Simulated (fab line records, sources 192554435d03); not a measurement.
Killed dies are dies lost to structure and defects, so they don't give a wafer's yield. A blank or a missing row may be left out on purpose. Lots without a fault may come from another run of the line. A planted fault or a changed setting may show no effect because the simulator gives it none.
One fault seen from 3 desks | flow n5_finfet | each desk has only its own numbers; what lay behind them comes last

THE DEFECT DESK
What the inspections along the route counted, lot by lot: means of the sampled wafers that have a number. A lot is out of limits, marked OUT, if its mean lies more than 4 standard deviations from the usual mean; the brackets give that distance.
Columns: A = raw_defect_count at N5_BEOL_M14_INSPECT_55, usual 68
lot  | first seen here | A
L260 | day 11 16:35    | 79
L263 | day 12 23:42    | 79
L267 | day 13 14:06    | 3184 (+99 or more) OUT
L265 | day 13 17:46    | 2195 (+97) OUT
L266 | day 13 18:02    | 3292 (+99 or more) OUT
L275 | day 15 22:35    | 66
L276 | day 16 19:25    | 48
L280 | day 17 00:43    | 110
L278 | day 17 04:05    | 43
This desk's finding: out of limits on L265, L266, L267; first on L267, day 13 14:06 (raw_defect_count at N5_BEOL_M14_INSPECT_55). In limits: L260, L263, L275, L276, L280, L278.

THE TOOL OWNER'S DESK: cmp-01
The tool's own readings at N5_BEOL_M14_CMP_49 (polishes, stops on SiO2, t overpolish 5.2 s, target thk 560 nm): means of the sampled wafers that have a number, for each lot that ran on this tool. A lot is out of limits, marked OUT, if its mean lies more than 4 standard deviations from the usual mean; the brackets give that distance.
Columns: A = barrier_field_endpoint_s at N5_BEOL_M14_CMP_49, usual 11.49 s; B = clearing_platen_down_force_psi at N5_BEOL_M14_CMP_49, usual 2.000 psi; C = motor_current_A at N5_BEOL_M14_CMP_49, usual 7.9 A; D = overpolish_run_s at N5_BEOL_M14_CMP_49, usual 5.201 s; E = time_to_endpoint_s at N5_BEOL_M14_CMP_49, usual 125 s
lot  | first seen here | A               | B     | C   | D                       | E
L260 | day 11 16:08    | 11.47           | 1.996 | 7.7 | 5.194                   | 123
L263 | day 12 23:22    | 12.04           | 2.000 | 7.7 | 5.205                   | 134
L267 | day 13 13:46    | 16.83 (+21) OUT | 1.997 | 7.7 | 4.258 (-99 or more) OUT | 138
L265 | day 13 17:20    | 15.12 (+14) OUT | 2.001 | 7.4 | 4.744 (-49) OUT         | 140
L266 | day 13 17:38    | 17.23 (+22) OUT | 2.002 | 7.8 | 3.986 (-99 or more) OUT | 138
L278 | day 17 03:39    | 11.49           | 1.994 | 7.2 | 5.191                   | 128
This desk's finding: out of limits on L265, L266, L267; first on L267, day 13 13:46 (barrier_field_endpoint_s at N5_BEOL_M14_CMP_49). In limits: L260, L263, L278.

THE METROLOGY DESK
What the gauges read, lot by lot, whatever tool the lot ran on: means of the sampled wafers that have a number. A lot is out of limits, marked OUT, if its mean lies more than 4 standard deviations from the usual mean; the brackets give that distance. Of its 11 readings 7 are shown: the one that was out of limits first, and those that lie furthest out on some lot.
Columns: A = IOFF_N at N5_BEOL_M4_RC_MEAS_101, usual 0.16 nA/um; B = IOFF_P at N5_BEOL_M4_RC_MEAS_101, usual 0.22 nA/um; C = ION_N at N5_BEOL_M4_RC_MEAS_101, usual 673 uA/um; D = ION_P at N5_BEOL_M4_RC_MEAS_101, usual 463 uA/um; E = VT_N at N5_BEOL_M4_RC_MEAS_101, usual 249 mV; F = VT_P at N5_BEOL_M4_RC_MEAS_101, usual -249 mV; G = M14_THK at N5_BEOL_M14_THK_MEAS_50, usual 574 nm
lot  | first seen here | A    | B    | C   | D   | E   | F    | G
L260 | day 8 08:48     | 0.14 | 0.22 | 665 | 463 | 255 | -249 | 545
L263 | day 9 03:50     | 0.19 | 0.23 | 679 | 458 | 246 | -250 | 560
L265 | day 9 20:04     | 0.19 | 0.19 | 678 | 454 | 247 | -253 | 746 (+11) OUT
L266 | day 9 21:56     | 0.17 | 0.22 | 668 | 462 | 248 | -250 | 842 (+17) OUT
L267 | day 10 03:14    | 0.16 | 0.24 | 666 | 466 | 250 | -245 | 834 (+16) OUT
L275 | day 12 18:20    | 0.13 | 0.18 | 661 | 459 | 253 | -252 | 587
L276 | day 13 08:50    | 0.14 | 0.22 | 673 | 464 | 252 | -249 | 591
L280 | day 13 20:07    | 0.14 | 0.22 | 669 | 465 | 250 | -247 | 577
L278 | day 13 23:58    | 0.22 | 0.32 | 697 | 484 | 244 | -242 | 576
This desk's finding: out of limits on L265, L266, L267; first on L267, day 13 13:57 (M14_THK at N5_BEOL_M14_THK_MEAS_50). In limits: L260, L263, L275, L276, L280, L278.

PUT TOGETHER
The tool owner's desk could have raised an alarm at day 13 13:46, on L265, L266, L267.
The metrology desk could have raised an alarm at day 13 13:57, on L265, L266, L267.
The defect desk could have raised an alarm at day 13 14:06, on L265, L266, L267.
Of the lots named, all ran N5_BEOL_M14_CMP_49 on cmp-01.

WHAT THE SIMULATOR HAD PUT IN
Process parameter drift: cmp-01, from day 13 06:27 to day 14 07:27, at N5_BEOL_M14_CMP_49. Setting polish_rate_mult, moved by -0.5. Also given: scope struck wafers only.
Lots struck among those shown: L265, L266, L267.
Hours from the fault's start to each desk's first reading out of limits: the tool owner's desk, 7; the metrology desk, 8; the defect desk, 8.
